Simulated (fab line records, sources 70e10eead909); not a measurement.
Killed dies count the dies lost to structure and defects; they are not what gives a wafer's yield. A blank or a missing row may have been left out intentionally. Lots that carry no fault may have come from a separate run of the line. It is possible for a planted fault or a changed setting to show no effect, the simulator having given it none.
Chamber matching -- flow nand-harc -- NHARC_A_BONDPAD_STRIP_15 on rie-diel-09: 4 sister chambers
The step strips in O2. 4 wafers are shown with their chamber, then 10 later ones without.

## EACH WAFER AND ITS CHAMBER
wafer,chamber,showerhead-plenum-p-Torr (Torr)
L826.2,1,3.30
L826.6,0,3.40
L825.1,2,3.33
L825.6,3,3.44

## WAFERS WHOSE CHAMBER IS MISSING
wafer,showerhead-plenum-p-Torr (Torr)
L822.1,3.33
L822.3,3.44
L822.5,3.33
L828.1,3.33
L828.2,3.40
L828.5,3.33
L830.2,3.30
L830.3,3.33
L830.6,3.43
L834.4,3.30

## EACH ONE'S CHAMBER
wafer,from the rows above,in truth
L822.1,2,2
L822.3,3,3
L822.5,2,2
L828.1,2,2
L828.2,0,0
L828.5,2,2
L830.2,1,1
L830.3,2,2
L830.6,3,3
L834.4,1,1
Correct placement for 10 of the 10. Number that these rows cannot place: 0. 0 placed wrongly.
How it was worked out, from the rows above alone: a wafer's distance from a chamber is the root of the sum, over the readings, of the square of ((its reading less the chamber's mean) divided by the reading's scatter). If the next closest chamber is less than 2 further off than the closest, the wafer can't be placed; otherwise it belongs to the closest. For every chamber, the mean is computed from those of its wafers that are shown. The scatter: with one shown wafer a chamber, the root of the mean of the squares of how far each hidden wafer lies from its nearest shown one.
